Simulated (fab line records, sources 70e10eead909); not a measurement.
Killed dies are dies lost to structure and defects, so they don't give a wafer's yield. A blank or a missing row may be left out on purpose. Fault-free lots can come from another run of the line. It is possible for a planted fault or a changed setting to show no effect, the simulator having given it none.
8D (eight disciplines) problem report, filled in by code    flow nand_harc    the parts of the form that need people (team, actions taken, sign-off) are left out

## 1. THE ISSUE
At NHARC_END_SORT_01, killed_at_array averages 671 over 3 wafers from 2 lots, while fault-free wafers read 57, standard deviation 19. Measured from the usual mean, that is +32 standard deviations.
The first sign was on wafer L815.3 at day 30 16:30, on prober-02. The record holds 6 wafers of 2 lots with a number at this step. By rule, "out" or "out of limits" means more than 4 standard deviations away from the usual mean. The rest of the wafers with a number are treated as sound.

## 2. WHAT IT IS AND WHAT IT IS NOT
question                     is                            is not
which readings at this step  killed_at_array, killed_dies  killed_at_periphery, killed_open, killed_short
which lots                   L815, L816                    -
which wafers of those lots   L815.3, L816.4, L816.5        L815.1, L815.6, L816.3
read on which gauges         prober-01, prober-02          -
when                         from day 30 16:30             up to then (1 sound wafer); but 2 sound wafers of L815, L816 came after

## 3. SUSPECTS, AND WHAT RULES EACH OUT
Counting: a tool at a process step up to the reading stays a suspect if it ran every lot that is out. Sound lots after the first of them don't rule it out here, since some wafers of a struck lot are sound.
- the gauge at NHARC_END_SORT_01: ruled out. Those wafers that are out were read across 2 gauges (prober-01, prober-02).
- rie_diel-07 at NHARC_A_STAIRCASE_ETCH_13 (etches the open film in C4F8/O2, target depth 100 nm, time 40.5 s): kept. It ran every lot that is out, first L815 (day 21 19:34). NHARC_A_STAIRCASE_ETCH_13 gives no start for some lots, so the hours and the order of its lots are those of NHARC_A_STAIRCASE_TRIM_18.
- rie_diel-07 at NHARC_A_STAIRCASE_TRIM_18 (chemistry O2, time 211.2 s): kept. It ran every lot that is out, first L815 (day 21 19:34). On those wafers its own readings are out: run_length_s.
- rie_diel-07 at NHARC_A_STAIRCASE_ETCH_19 (etches the open film in C4F8/O2, target depth 100 nm, time 40.5 s): kept. It ran every lot that is out, first L815 (day 30 14:55). NHARC_A_STAIRCASE_ETCH_19 gives no start for some lots, so the hours and the order of its lots are those of NHARC_END_SORT_01.
- In rie_diel-07 at NHARC_A_STAIRCASE_TRIM_18, the wafers that are out were processed in chamber 0 and their sound lot-mates in chambers 2, 3.
Left after counting: rie_diel-07 at NHARC_A_STAIRCASE_ETCH_13, rie_diel-07 at NHARC_A_STAIRCASE_TRIM_18, rie_diel-07 at NHARC_A_STAIRCASE_ETCH_19.

## 4. THE CAUSE (what the simulator had put in)
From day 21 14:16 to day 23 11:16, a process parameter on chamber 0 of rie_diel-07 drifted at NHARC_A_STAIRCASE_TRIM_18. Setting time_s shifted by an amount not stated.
After counting, 3 suspects remain, this tool included.

## 5. SEQUENCE OF EFFECTS, ordered by route
Each row: a reading whose mean over the struck wafers that have a number lies more than 3 standard deviations from the usual. Scope: only readings with a usual standard deviation given in the record; hours: median across lots of the time from each lot's start at the first step in this table that gives one to its start at this step; sigmas: change in usual standard deviations.
hours  step                       reading          usual    on struck wafers  change  sigmas
0      NHARC_A_STAIRCASE_TRIM_18  run_length_s     232.6 s  90.0              -142.6  -99 or more
212    NHARC_END_SORT_01          killed_at_array  57       671               +614    +32
212    NHARC_END_SORT_01          killed_dies      62       677               +615    +32
Here are the process steps it includes:
- NHARC_A_STAIRCASE_TRIM_18: chemistry O2, time 211.2 s.

## 6. HOW IT WOULD HAVE BEEN CAUGHT EARLIER
Counted from the fault's start at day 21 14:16, it took 218 hours until the first out-of-limits reading at a measuring or inspecting step in this record, taken at day 30 16:30.
The tool's own readings at NHARC_A_STAIRCASE_TRIM_18 were out on every struck wafer that the step has a row for (run_length_s): an alarm limit on them would have fired on the first of those.
All the lots that are out (2) had begun NHARC_A_STAIRCASE_TRIM_18 on rie_diel-07 by day 30 16:30. Holding the tool at that point would not have protected any of them.
